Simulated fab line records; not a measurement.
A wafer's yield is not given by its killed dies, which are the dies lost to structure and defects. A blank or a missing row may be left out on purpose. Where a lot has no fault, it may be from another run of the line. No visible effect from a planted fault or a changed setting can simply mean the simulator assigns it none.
fab line records	flow n5-finfet
record: lots: 8	wafers: 24	last-day: 19
route steps=1938 shown GATE_CUT@468 BEOL_M4@1111
lots with no fault: from the same line, run without faults
start-h: start of the lot's first displayed wafer, in hours after the record's first day	wait-h: hours elapsed since this lot's preceding step	" same as the row above	L1.1+2: several wafers, shown together as one row	- value missing, or start not given	* or withheld: withheld	< > ~ a bound
route shown NAME@n: names a module that has steps shown in the file, with the first one's number in the route	usual: mean/standard deviation of fault-free wafers	same: alike in all rows	chamber/n: place in a boat	sites: readings site by site	_std_site: the values' standard deviation	_edge_site: the outer-site mean with the inner-site mean subtracted	radius-mm: how far each site lies from the wafer's centre	mask NAME#n: copy n	behind: the most recent tool/chamber to have shaped the wafer	hold: cause of the lot's hold/its duration in hours/its outcome	device: whichever transistor did not switch (one of n, p or np)	end of line: the same wafers' tests at the end of the route	a step given without rows: its recipe and nothing more	killed: not the wafer's yield, but the dies lost to structure and defects at the first sort	map: a wafer's dies, marking killed ones x, the rest . and places with no die _
set.NAME: the setting that was run; set.NAME@STEP: the one run at that earlier step	model.NAME: the simulator's own value behind a step, which no gauge read
route steps across a sampled set of lots; one table per step, one row per wafer
services: the hour from which a tool's chamber was out of use, counted from the record's first day as start-h (under 0 if before that day), plus the number of hours and why
== steps ==
step: N5_GATE_CUT_VAPOR_ETCH_60
recipe: chemistry: BCl3/Cl2	target: HfO2	mode: isotropic
usual: drypump-motor-current-A: 5.4/0.41	oes-product-au: 0.72/0.065
lot.wafer	tool	chamber	start-h	wait-h	drypump-motor-current-A	oes-product-au
L802.2	rie-metal-03	1	87.32	0.0	5.1	0.71
L802.4	"	0	"	"	5.2	0.70
L802.5	"	1	"	"	5.1	0.72
L806.1	rie-metal-02	0	109.01	0.0	5.1	0.68
L806.4	"	1	"	"	6.2	0.86
L806.5	"	0	"	"	5.1	0.67
L808.3	rie-metal-01	1	123.36	0.0	5.4	0.81
L808.5	"	1	"	"	5.4	0.81
L808.6	"	0	"	"	6.1	0.68
L810.2	rie-metal-01	0	133.72	0.0	6.1	0.67
L810.3	"	1	"	"	5.4	0.81
L810.4	"	0	"	"	6.1	0.67
L817.3	rie-metal-02	0	174.89	0.0	5.1	0.66
L817.4	"	1	"	"	6.1	0.83
L817.5	"	0	"	"	5.1	0.66
L820.3	rie-metal-03	0	193.78	0.0	5.2	0.68
L820.4	"	1	"	"	5.1	0.69
L820.6	"	0	"	"	5.2	0.69
L823.2	rie-metal-03	1	212.82	0.0	5.1	0.70
L823.3	"	0	"	"	5.2	0.68
L823.6	"	1	"	"	5.1	0.68
L824.3	rie-metal-03	1	217.11	0.0	5.1	0.69
L824.4	"	0	"	"	5.2	0.68
L824.5	"	0	"	"	5.2	0.68
step: N5_GATE_CUT_HM_DEP_46
recipe: material: SiO2	target-thk-a: 1300	temp-c: 400	precursor: TEOS/O2	pressure-torr: 6.5	rf-w: 900	teos-flow-sccm: 161.4	gas: O2	flow-sccm: 2650	time-s: 26.6
usual: heater-power-w: 509/54	showerhead-plenum-p-Torr: 8.34/0.031	throttle-valve-pct: 19.0/0.66
lot.wafer	tool	chamber	start-h	wait-h	heater-power-w	showerhead-plenum-p-Torr	throttle-valve-pct
L802.2	pecvd-03	2	90.29	0.0	460	8.33	19.1
L802.4	"	0	"	"	531	8.33	18.6
L802.5	"	2	"	"	472	8.33	19.6
L806.1	pecvd-03	2	111.99	0.0	492	8.34	19.2
L806.4	"	1	"	"	506	8.36	18.6
L806.5	"	2	"	"	482	8.33	19.2
L808.3	pecvd-03	2	126.53	0.0	440	8.34	19.6
L808.5	"	0	"	"	413	8.35	18.8
L808.6	"	1	"	"	535	8.36	18.8
L810.2	pecvd-02	1	136.89	0.0	429	8.33	20.1
L810.3	"	1	"	"	439	8.36	19.9
L810.4	"	2	"	"	532	8.31	18.0
L817.3	pecvd-03	0	178.23	0.0	426	8.35	18.8
L817.4	"	0	"	"	459	8.34	18.7
L817.5	"	2	"	"	497	8.31	19.2
L820.3	pecvd-02	0	196.77	0.0	589	8.28	19.5
L820.4	"	1	"	"	507	8.36	20.0
L820.6	"	2	"	"	506	8.33	18.0
L823.2	pecvd-02	2	215.83	0.0	540	8.33	18.1
L823.3	"	1	"	"	560	8.35	20.2
L823.6	"	0	"	"	574	8.28	19.4
L824.3	pecvd-04	1	220.19	0.1	461	8.40	18.8
L824.4	"	1	"	"	473	8.41	19.0
L824.5	"	1	"	"	487	8.41	19.3
step: N5_GATE_CUT_OVL_MEAS_14
recipe: points-per-wafer: 522
usual: GATE_CUT_OVL: 0.2/0.66
lot.wafer	tool	chamber	start-h	wait-h	GATE_CUT_OVL[nm]
L802.2	overlay-02	0	90.79	0.0	0.0
L802.4	"	0	"	"	0.0
L802.5	"	0	"	"	0.3
L806.1	overlay-01	0	112.48	0.0	0.2
L806.4	"	0	"	"	-0.1
L806.5	"	0	"	"	-1.1
L808.3	overlay-01	0	127.08	0.0	0.2
L808.5	"	0	"	"	0.8
L808.6	"	0	"	"	0.0
L810.2	overlay-02	0	137.28	0.0	0.8
L810.3	"	0	"	"	0.7
L810.4	"	0	"	"	1.5
L817.3	overlay-02	0	178.74	0.0	0.8
L817.4	"	0	"	"	0.6
L817.5	"	0	"	"	1.2
L820.3	overlay-02	0	197.15	0.0	0.6
L820.4	"	0	"	"	0.7
L820.6	"	0	"	"	1.4
L823.2	overlay-02	0	216.20	0.0	1.0
L823.3	"	0	"	"	-0.1
L823.6	"	0	"	"	0.5
L824.3	overlay-02	0	220.74	0.0	-0.2
L824.4	"	0	"	"	0.4
L824.5	"	0	"	"	-0.6
step: N5_GATE_CUT_HM_OPEN_40
recipe: chemistry: C4F6/O2	target: SiO2	mask-material: SiARC	target-depth-a: 1390	time-s: 85.1	ion-energy-ev: 250	pressure-mtorr: 30	source-w: 345	bias-w: 185	Ar_flow_sccm: 300	C4F6_flow_sccm: 10	O2_flow_sccm: 10	ends: cleared
usual: drypump-motor-current-A: 5.7/0.54	etch-rf-on-time-s: 94.3/2.3	oes-product-au: 0.72/0.071	rf-vpp-V: 670/8.3	showerhead-plenum-p-Torr: 2.85/0.088	throttle-valve-pct: 20.90/0.28
lot.wafer	tool	chamber	start-h	wait-h	drypump-motor-current-A	etch-rf-on-time-s	oes-product-au	rf-hours-counter-h	rf-vpp-V	showerhead-plenum-p-Torr	throttle-valve-pct
L802.2	rie-diel-06	1	91.40	0.0	5.2	95.6	0.62	241	655	2.94	21.52
L802.4	"	3	"	"	6.0	98.0	0.69	121	675	2.85	20.73
L802.5	"	1	"	"	5.2	95.8	0.61	-	653	2.95	21.53
L806.1	rie-diel-03	3	112.75	0.0	4.7	93.1	0.72	110	659	2.76	20.95
L806.4	"	3	"	"	4.7	94.2	0.72	-	661	2.76	20.96
L806.5	"	2	"	"	5.1	95.2	0.74	-	659	2.89	20.85
L808.3	rie-diel-06	0	127.34	0.0	6.6	93.4	0.85	16	663	2.90	20.27
L808.5	"	0	"	"	6.6	95.4	0.85	-	664	2.90	20.27
L808.6	"	2	"	"	6.0	93.9	0.69	-	677	3.00	21.01
L810.2	rie-diel-01	2	137.53	0.0	5.9	95.2	0.72	87	676	2.99	20.96
L810.3	"	1	"	"	5.8	93.8	0.66	177	666	2.74	21.12
L810.4	"	3	"	"	6.3	95.0	0.82	28	671	2.78	20.51
L817.3	rie-diel-01	0	178.98	0.0	6.1	69.6	0.64	173	681	2.83	21.05
L817.4	"	2	"	"	5.8	95.0	0.70	100	677	2.98	20.97
L817.5	"	3	"	"	6.2	69.4	0.78	-	671	2.77	20.51
L820.3	rie-diel-01	1	197.64	0.0	5.8	90.8	0.65	195	666	2.73	21.15
L820.4	"	3	"	"	6.2	94.7	0.79	46	671	2.77	20.55
L820.6	"	0	"	"	6.1	97.4	0.64	-	682	2.82	21.07
L823.2	rie-diel-01	3	216.45	0.0	6.2	94.2	0.77	51	671	2.77	20.56
L823.3	"	2	"	"	5.8	96.2	0.69	112	675	2.98	20.99
L823.6	"	1	"	"	5.8	94.3	0.64	-	665	2.73	21.15
L824.3	rie-diel-06	3	220.98	0.0	6.0	97.5	0.67	160	673	2.83	20.77
L824.4	"	0	"	"	6.6	94.7	0.80	44	663	2.89	20.33
L824.5	"	0	"	"	6.6	95.2	0.80	-	662	2.89	20.30
step: N5_GATE_CUT_CUT_ETCH_53
recipe: chemistry: SF6/Cl2	target: W	mask-material: SiO2	target-depth-a: 792	pressure-mtorr: 8	icp-w: 900	bias-w: 80	SF6_flow_sccm: 40	Cl2_flow_sccm: 60	ends: cleared
usual: drypump-motor-current-A: 5.4/0.41	etch-rf-on-time-s: 26.2/0.6	mfc-cl2-sccm: 59.97/0.18	oes-product-au: 0.65/0.054	throttle-valve-pct: 29.2/0.32
lot.wafer	tool	chamber	start-h	wait-h	drypump-motor-current-A	etch-rf-on-time-s	mfc-cl2-sccm	oes-product-au	rf-hours-counter-h	throttle-valve-pct
L802.2	rie-metal-03	0	91.63	0.1	5.2	25.9	59.79	0.64	73	29.6
L802.4	"	1	"	"	5.1	25.7	60.09	0.65	-	28.9
L802.5	"	0	"	"	5.2	26.0	59.76	0.65	-	29.6
L806.1	rie-metal-03	1	112.98	0.1	5.1	25.5	59.64	0.64	79	28.9
L806.4	"	0	"	"	5.2	26.1	60.01	0.64	-	29.6
L806.5	"	0	"	"	5.2	25.9	59.87	0.65	-	29.6
L808.3	rie-metal-02	0	127.59	0.1	5.1	27.2	59.90	0.58	-	29.3
L808.5	"	1	"	"	6.1	27.7	60.09	0.74	-	29.2
L808.6	"	0	"	"	5.2	27.2	59.76	0.59	-	29.3
L810.2	rie-metal-02	1	137.76	0.1	6.2	27.0	60.05	0.76	18	29.2
L810.3	"	0	"	"	5.1	27.0	59.67	0.59	-	29.3
L810.4	"	1	"	"	6.2	27.2	59.83	0.75	-	29.2
L817.3	rie-metal-03	0	179.23	0.1	5.2	25.9	60.34	0.63	-	29.6
L817.4	"	1	"	"	5.1	25.8	59.98	0.63	-	28.9
L817.5	"	1	"	"	5.1	25.7	59.89	0.63	-	28.9
L820.3	rie-metal-01	1	197.89	0.1	5.4	26.7	60.11	0.71	-	29.2
L820.4	"	0	"	"	6.1	27.2	59.90	0.59	-	28.6
L820.6	"	1	"	"	5.4	26.7	59.98	0.71	-	29.2
L823.2	rie-metal-01	1	216.68	0.1	5.4	26.8	60.04	0.71	41	29.2
L823.3	"	0	"	"	6.1	26.8	59.42	0.59	-	28.6
L823.6	"	0	"	"	6.2	27.0	59.76	0.59	-	28.6
L824.3	rie-metal-02	0	221.26	0.1	5.1	26.8	60.07	0.58	-	29.3
L824.4	"	0	"	"	5.1	26.6	59.73	0.58	-	29.3
L824.5	"	0	"	"	5.1	26.6	59.89	0.58	-	29.3
step: N5_GATE_CUT_THK_MEAS_24
recipe: reads: SiO2_of_GATE_CUT_HM_DEP_46+SiO2_flowable_of_ILD0_FCVD_FILL_01
usual: GC_FILL_THK: 219.3/2.1
lot.wafer	tool	chamber	start-h	wait-h	GC_FILL_THK[nm]
L802.2	film-metro-02	-	93.90	-	220.3
L802.4	"	-	"	"	219.6
L802.5	"	-	"	"	220.6
L806.1	film-metro-02	-	115.21	-	220.9
L806.4	"	-	"	"	221.1
L806.5	"	-	"	"	223.2
L808.3	film-metro-01	-	129.88	-	218.2
L808.5	"	-	"	"	219.5
L808.6	"	-	"	"	219.2
L810.2	film-metro-01	-	139.99	-	221.9
L810.3	"	-	"	"	221.1
L810.4	"	-	"	"	222.7
L817.3	film-metro-01	-	181.44	-	181.6
L817.4	"	-	"	"	217.0
L817.5	"	-	"	"	183.1
L820.3	film-metro-01	-	200.11	-	215.1
L820.4	"	-	"	"	220.9
L820.6	"	-	"	"	220.7
L823.2	film-metro-01	-	218.91	-	218.2
L823.3	"	-	"	"	219.4
L823.6	"	-	"	"	218.7
L824.3	film-metro-01	-	223.81	-	219.3
L824.4	"	-	"	"	217.8
L824.5	"	-	"	"	219.2
step: N5_BEOL_M4_RC_MEAS_101
usual: DIBL_N: 36.6/1.9	DIBL_P: 36.7/2.2	IOFF_N: 0.16/0.035	IOFF_P: 0.22/0.038	ION_N: 672/14	ION_P: 462/8.3	SS_N: 71.6/0.65	SS_P: 73.5/0.72	VT_N: 250/3.5	VT_P: -250/3.1
lot.wafer	tool	chamber	start-h	wait-h	DIBL_N[mV/V]	DIBL_P[mV/V]	IOFF_N[nA/um]	IOFF_P[nA/um]	ION_N[uA/um]	ION_P[uA/um]	SS_N[mV/dec]	SS_P[mV/dec]	VT_N[mV]	VT_P[mV]
L802.2	prober-02	0	202.64	0.2	37.8	36.2	0.15	0.21	666	459	71.6	72.7	250	-249
L802.4	"	0	"	"	42.0	40.1	0.27	0.27	682	458	73.9	74.7	245	-249
L802.5	"	0	"	"	34.8	33.9	0.13	0.18	680	468	71.1	72.6	252	-251
L806.1	prober-02	0	222.91	0.0	35.6	35.6	0.12	0.20	653	462	71.6	72.9	255	-250
L806.4	"	0	"	"	37.4	37.6	0.16	0.22	651	448	72.3	73.5	252	-251
L806.5	"	0	"	"	34.8	36.4	0.13	0.21	661	462	70.8	73.2	253	-248
L808.3	prober-01	0	237.16	0.3	35.9	35.8	0.14	0.16	675	454	71.9	73.2	254	-256
L808.5	"	0	"	"	37.0	38.1	0.17	0.21	661	455	71.1	74.0	250	-252
L808.6	"	0	"	"	38.1	38.4	0.18	0.22	685	465	72.2	74.1	250	-254
L810.2	prober-02	0	249.28	0.2	36.3	36.6	0.15	0.21	678	468	71.1	73.3	252	-252
L810.3	"	0	"	"	37.3	38.0	0.16	0.23	659	459	71.4	74.0	250	-248
L810.4	"	0	"	"	36.5	37.6	0.16	0.22	681	463	71.4	73.7	247	-250
L817.3	prober-01	0	291.31	0.3	38.8	40.6	0.21	0.29	670	462	72.3	74.8	247	-244
L817.4	"	0	"	"	35.6	36.4	0.15	0.21	656	456	71.5	72.8	253	-249
L817.5	"	0	"	"	38.5	40.4	0.21	0.30	670	467	72.9	74.9	245	-247
L820.3	prober-02	0	297.27	0.3	40.8	42.0	0.26	0.32	692	467	72.9	74.4	245	-245
L820.4	"	0	"	"	35.1	35.6	0.14	0.21	663	457	71.1	73.1	251	-249
L820.6	"	0	"	"	36.6	36.8	0.16	0.21	676	462	71.7	73.4	250	-251
L823.2	prober-02	0	319.81	0.2	38.0	37.2	0.19	0.26	699	472	71.8	73.5	249	-244
L823.3	"	0	"	"	39.0	39.1	0.23	0.31	682	467	71.8	74.1	245	-244
L823.6	"	0	"	"	37.8	36.6	0.18	0.25	674	463	72.4	73.6	248	-245
L824.3	prober-01	0	328.16	0.3	37.0	38.4	0.17	0.22	674	467	71.4	73.3	251	-250
L824.4	"	0	"	"	36.8	38.0	0.17	0.24	676	459	72.2	74.1	248	-248
L824.5	"	0	"	"	38.7	39.6	0.20	0.26	694	470	72.2	73.6	249	-248
== services ==
tool	chamber	start-h	hours	kind
pecvd-04	1	76.11	6.6	repair
pecvd-02	-	90.79	2.8	pm
pecvd-02	0	94.43	6.7	repair
rie-diel-01	0	99.20	8.2	repair
rie-diel-01	1	103.86	16.6	repair
pecvd-03	2	135.26	2.1	scheduled-down
rie-metal-02	-	138.03	1.4	pm
rie-diel-03	-	143.10	1.2	repair
pecvd-04	-	144.71	2.8	pm
rie-diel-06	1	151.90	8.1	repair
pecvd-03	0	159.45	2.1	scheduled-down
rie-diel-01	-	164.46	0.3	repair
rie-diel-06	3	170.12	4.2	repair
pecvd-02	-	173.23	2.2	repair
rie-metal-02	-	175.96	1.2	repair
rie-metal-01	-	188.71	2.8	pm
pecvd-03	-	193.06	0.3	repair
pecvd-03	1	201.03	2.1	scheduled-down
pecvd-02	1	202.50	1.8	repair
pecvd-03	2	203.21	-	clean
pecvd-03	2	203.21	-	consumable-replace:showerhead
rie-metal-02	-	206.38	0.5	repair
pecvd-04	0	207.47	14.5	repair
rie-metal-02	1	218.44	21.5	repair
== key ==
first-sign: step: N5_GATE_CUT_HM_OPEN_40	reading: etch-rf-on-time-s	direction: down	sigmas: 11	usual: *	struck: *
effect: step: N5_GATE_CUT_THK_MEAS_24	reading: GC_FILL_THK	direction: down	sigmas: 17	usual: 219.3	struck: 182.4
met-at N5_GATE_CUT_HM_DEP_46
struck-lots L817
struck-wafers L817.3,L817.5
not-acting-at N5_GATE_CUT_VAPOR_ETCH_60,N5_GATE_CUT_OVL_MEAS_14,N5_GATE_CUT_CUT_ETCH_53
onset-between 126.53 178.23
fault: kind: process-parameter-drift	tool: pecvd-03	chamber: -	onset-h: 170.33	steps: N5_GATE_CUT_HM_DEP_46	channel: time-s	offset: *	shape: step	end-h: 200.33	scope: struck-wafers-only	acts-in: *	stated: *
